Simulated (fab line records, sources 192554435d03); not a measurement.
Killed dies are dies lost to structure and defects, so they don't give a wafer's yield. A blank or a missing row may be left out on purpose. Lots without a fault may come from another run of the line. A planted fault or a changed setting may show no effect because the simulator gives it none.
Problem report in the 8D (eight disciplines) form, filled by code | flow n5_finfet | the parts of the form that need people (team, actions taken, sign-off) are left out

1. THE PROBLEM
killed_at_M0_to_M3 at N5_PASSIVATION_PROBE_49 reads a mean of 186 on 2 wafers of 2 lots; wafers without a fault read 36 with a standard deviation of 10. That is +15 standard deviations from the usual mean.
First seen on wafer L435.2, day 17 11:47, on prober-02. The record holds 7 wafers of 5 lots with a number at this step. Rule for "out", or "out of limits": more than 4 standard deviations from the usual mean. The other wafers with a number count as sound.

2. WHAT IT IS AND WHAT IT IS NOT
question                    | is                                                                                                      | is not
which readings at this step | killed_at_M0_to_M3, defect_limited_yield, killed_dies, sort_bin_5_function, sort_n_pass, sort_yield_pct | killed_at_M4_up, killed_at_contacts, killed_at_front_end, killed_at_other, killed_open, killed_short, sort_bin_6_memory, sort_bin_8_speed
which lots                  | L435, L438                                                                                              | L425, L428, L429
which wafers of those lots  | all that have a number                                                                                  | -
read on which tools         | prober-01, prober-02                                                                                    | -
when                        | from day 17 11:47                                                                                       | up to then (5 sound wafers)

3. SUSPECTS, AND WHAT RULES EACH OUT
Counting: a tool at a process step up to the reading stays a suspect if it ran every lot that is out and no sound lot after the first of them.
- pvd_sputter-03 at N5_BEOL_M0_SPUTTER_116 (material Cu, target thk 4 nm, time 7.37 s): kept. It ran every lot that is out, first L435 (day 9 21:32), and no sound lot after that; its last sound lot up to then is L428 (day 7 20:08).
- pvd_sputter-03 at N5_BEOL_M0_ANNEAL_133 (time 60 s): kept. It ran every lot that is out, first L435 (day 9 21:44), and no sound lot after that; its last sound lot up to then is L428 (day 7 20:20).
- pvd_sputter-03 at N5_BEOL_M0_SPUTTER_141 (material Cu, target thk 4 nm, time 7.37 s): kept. It ran every lot that is out, first L435 (day 9 21:53), and no sound lot after that; its last sound lot up to then is L428 (day 7 20:30).
- pvd_sputter-03 at N5_BEOL_M1_HM_DEP_02 (deposits TiN, target thk 20 nm): kept. It ran every lot that is out, first L435 (day 10 00:26), and no sound lot after that.
Left after counting: pvd_sputter-03 at N5_BEOL_M0_SPUTTER_116, pvd_sputter-03 at N5_BEOL_M0_ANNEAL_133, pvd_sputter-03 at N5_BEOL_M0_SPUTTER_141, pvd_sputter-03 at N5_BEOL_M1_HM_DEP_02.

4. THE CAUSE (what the simulator had put in)
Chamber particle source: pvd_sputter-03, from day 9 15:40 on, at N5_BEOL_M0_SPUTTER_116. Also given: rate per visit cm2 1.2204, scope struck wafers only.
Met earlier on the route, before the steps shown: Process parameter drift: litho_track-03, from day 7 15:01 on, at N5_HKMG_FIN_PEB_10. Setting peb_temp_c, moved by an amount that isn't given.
Counting left 4 suspects, and this tool is among them.

5. THE CHAIN OF EFFECTS, in route order
Each row: a reading whose mean over the struck wafers that have a number lies more than 3 standard deviations from the usual. Only readings for which the record gives a usual standard deviation are gone through. hours: the time from each lot's start at the first step in this table that gives one to its start at this step, as a median over the lots. sigmas: the change in usual standard deviations.
hours | step                    | reading              | usual  | on struck wafers | change | sigmas
0     | N5_PASSIVATION_PROBE_49 | defect_limited_yield | 91.0 % | 78.8             | -12.2  | -8.8
0     | N5_PASSIVATION_PROBE_49 | killed_at_M0_to_M3   | 36     | 186              | +150   | +15
0     | N5_PASSIVATION_PROBE_49 | killed_dies          | 106    | 251              | +145   | +9.1
0     | N5_PASSIVATION_PROBE_49 | sort_bin_5_function  | 5.2 %  | 13.8             | +8.6   | +9.6
0     | N5_PASSIVATION_PROBE_49 | sort_n_pass          | 1073   | 929              | -144   | -8.5
0     | N5_PASSIVATION_PROBE_49 | sort_yield_pct       | 91.0 % | 78.8             | -12.2  | -8.2
The process steps in it:
- N5_PASSIVATION_PROBE_49

6. WHAT WOULD HAVE CAUGHT IT SOONER
In this record the first reading out of limits was taken at day 17 11:47, 188 hours after the fault began at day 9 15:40.
Of the tool readings at N5_BEOL_M0_SPUTTER_116 for which the record gives a usual standard deviation, none was out on any struck wafer, so an alarm limit of 4 standard deviations on them would not have fired.
All the lots that are out (2) had begun N5_BEOL_M0_SPUTTER_116 on pvd_sputter-03 by day 17 11:47. A hold on the tool at that time would have spared none of them.
